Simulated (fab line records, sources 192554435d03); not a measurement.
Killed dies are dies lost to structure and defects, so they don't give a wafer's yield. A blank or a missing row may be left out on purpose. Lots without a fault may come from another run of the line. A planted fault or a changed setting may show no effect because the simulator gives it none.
Which tool did it? | flow n5_finfet | 11 lots, 31 wafers sampled, at 3 steps of a route of 1938

WHAT THE GAUGES READ, wafer by wafer
N5_BEOL_M8_CD_MEAS_28: target cd 40 nm.
lot  | measured     | on        | cd_nm (nm)
L495 | day 9 12:24  | cd_sem-02 | 40.54 40.26 40.55
L497 | day 9 21:01  | cd_sem-02 | 40.09 39.74 39.75
L499 | day 10 19:34 | cd_sem-02 | 39.51 39.64 39.93
L501 | day 11 04:53 | cd_sem-02 | 40.01 39.93 40.44
L502 | day 11 14:54 | cd_sem-01 | 39.88 40.01
L500 | day 11 20:38 | cd_sem-01 | 40.24 39.90 39.97
L510 | day 13 11:14 | cd_sem-03 | 40.53 39.69 40.54
L511 | day 14 03:44 | cd_sem-01 | 39.96 39.99 39.89
L513 | day 14 04:17 | cd_sem-01 | 40.13 39.95 40.17
L514 | day 14 09:34 | cd_sem-03 | 39.88 40.06 39.84
L517 | day 15 21:52 | cd_sem-01 | 39.67 39.83

WHICH TOOL RAN EACH LOT (tool, then ch and the chambers of the sampled wafers, then the start)
lot  | N5_BEOL_M8_DESCUM_16               | N5_BEOL_M8_STRIP_19
L495 | rie_diel-03 ch 1,2,3, day 9 09:50  | rie_diel-02 ch 0,2,3, day 9 10:13
L497 | rie_diel-02 ch 0,1,2, day 9 19:10  | rie_diel-03 ch 0,2,3, day 9 19:33
L499 | rie_diel-03 ch 1,3, day 10 17:28   | rie_diel-02 ch 0,1,3, day 10 17:58
L501 | rie_diel-02 ch 0,1,3, day 11 03:57 | rie_diel-04 ch 0,3, day 11 04:20
L502 | rie_diel-03 ch 1,3, day 11 12:28   | rie_diel-02 ch 0,2, day 11 13:00
L500 | rie_diel-02 ch 0,1, day 11 16:55   | rie_diel-04 ch 1,2,3, day 11 17:40
L510 | rie_diel-03 ch 0,2,3, day 13 10:17 | rie_diel-03 ch 0,1,3, day 13 10:42
L511 | rie_diel-03 ch 0,1,3, day 14 02:49 | rie_diel-04 ch 2,3, day 14 03:13
L513 | rie_diel-03 ch 0,1, day 14 03:14   | rie_diel-02 ch 0,1,3, day 14 03:43
L514 | rie_diel-04 ch 0,2, day 14 08:48   | rie_diel-04 ch 0,3, day 14 09:11
L517 | rie_diel-04 ch 0,1, day 15 20:36   | rie_diel-02 ch 1,2, day 15 20:59
- N5_BEOL_M8_DESCUM_16: chemistry O2, time 7.9 s.
- N5_BEOL_M8_STRIP_19: strips in O2.

WHAT THE TOOLS THEMSELVES READ (means of the sampled wafers that have a number; where no wafer has one, the mark that the record gives instead)
N5_BEOL_M8_DESCUM_16.
lot  | tool        | drypump_motor_current_A (A) | oes_product_au (a.u.) | rf_vpp_V (V) | showerhead_plenum_p_Torr (Torr) | throttle_valve_pct (%)
L495 | rie_diel-03 | 5.5                         | 0.74                  | 243.3        | 2.10                            | 20.38
L497 | rie_diel-02 | 5.5                         | 0.83                  | 242.0        | 2.02                            | 20.33
L499 | rie_diel-03 | 5.3                         | 0.77                  | 243.2        | 2.08                            | 20.32
L501 | rie_diel-02 | 5.6                         | 0.83                  | 242.0        | 2.08                            | 20.35
L502 | rie_diel-03 | 5.2                         | 0.74                  | 242.8        | 2.09                            | 20.33
L500 | rie_diel-02 | 5.5                         | 0.76                  | 242.0        | 1.99                            | 20.53
L510 | rie_diel-03 | 5.7                         | 0.82                  | 243.8        | 2.09                            | 20.44
L511 | rie_diel-03 | 5.5                         | 0.76                  | 243.3        | 2.07                            | 20.50
L513 | rie_diel-03 | 5.9                         | 0.80                  | 241.3        | 2.04                            | 20.64
L514 | rie_diel-04 | 5.1                         | 0.86                  | 243.5        | 2.04                            | 20.34
L517 | rie_diel-04 | 5.5                         | 0.89                  | 243.2        | 2.08                            | 20.32

N5_BEOL_M8_STRIP_19.
lot  | tool        | drypump_motor_current_A (A) | oes_product_au (a.u.) | rf_vpp_V (V) | showerhead_plenum_p_Torr (Torr) | throttle_valve_pct (%)
L495 | rie_diel-02 | 5.2                         | 0.82                  | 3.6          | 2.08                            | 16.72
L497 | rie_diel-03 | 5.7                         | 0.76                  | 3.8          | 2.10                            | 16.80
L499 | rie_diel-02 | 5.6                         | 0.83                  | 3.4          | 2.08                            | 16.58
L501 | rie_diel-04 | 5.4                         | 0.91                  | 3.3          | 2.04                            | 16.40
L502 | rie_diel-02 | 5.1                         | 0.75                  | 4.0          | 2.00                            | 16.88
L500 | rie_diel-04 | 5.7                         | 0.82                  | 3.2          | 2.09                            | 16.68
L510 | rie_diel-03 | 5.5                         | 0.76                  | 3.6          | 2.08                            | 16.75
L511 | rie_diel-04 | 5.4                         | 0.84                  | 4.5          | 2.05                            | 16.52
L513 | rie_diel-02 | 5.6                         | 0.88                  | 4.0          | 2.16                            | 16.45
L514 | rie_diel-04 | 5.3                         | 0.86                  | 3.8          | 2.03                            | 16.45
L517 | rie_diel-02 | 5.8                         | 0.82                  | 3.6          | 2.04                            | 16.43

THE ANSWER, worked out from the rows above alone
Rule: what is usual is taken from the lots themselves. Put in order of their means at a reading, lots are off if they are a third of the lots or fewer, leave a main group of 4 or more, and stand apart from it by a gap of 3 or more times the standard deviation of the main group's means; of several such gaps the widest counts. A main group whose means are all the same, to the digits that the tables above print for the reading, isn't used. A lot without any number at a reading at which 4 lots or more have one is off too. The other lots that the step has rows for count as sound. The gauges are gone through in route order, then the tools' own readings, and for those a lot's mean is taken as printed above. The first step at which some lot is off is used, and at that step the reading that is off furthest; a lot without a number counts as furthest.
No lot is off at any reading shown: from this, nothing can be told.

WHAT THE SIMULATOR HAD PUT IN
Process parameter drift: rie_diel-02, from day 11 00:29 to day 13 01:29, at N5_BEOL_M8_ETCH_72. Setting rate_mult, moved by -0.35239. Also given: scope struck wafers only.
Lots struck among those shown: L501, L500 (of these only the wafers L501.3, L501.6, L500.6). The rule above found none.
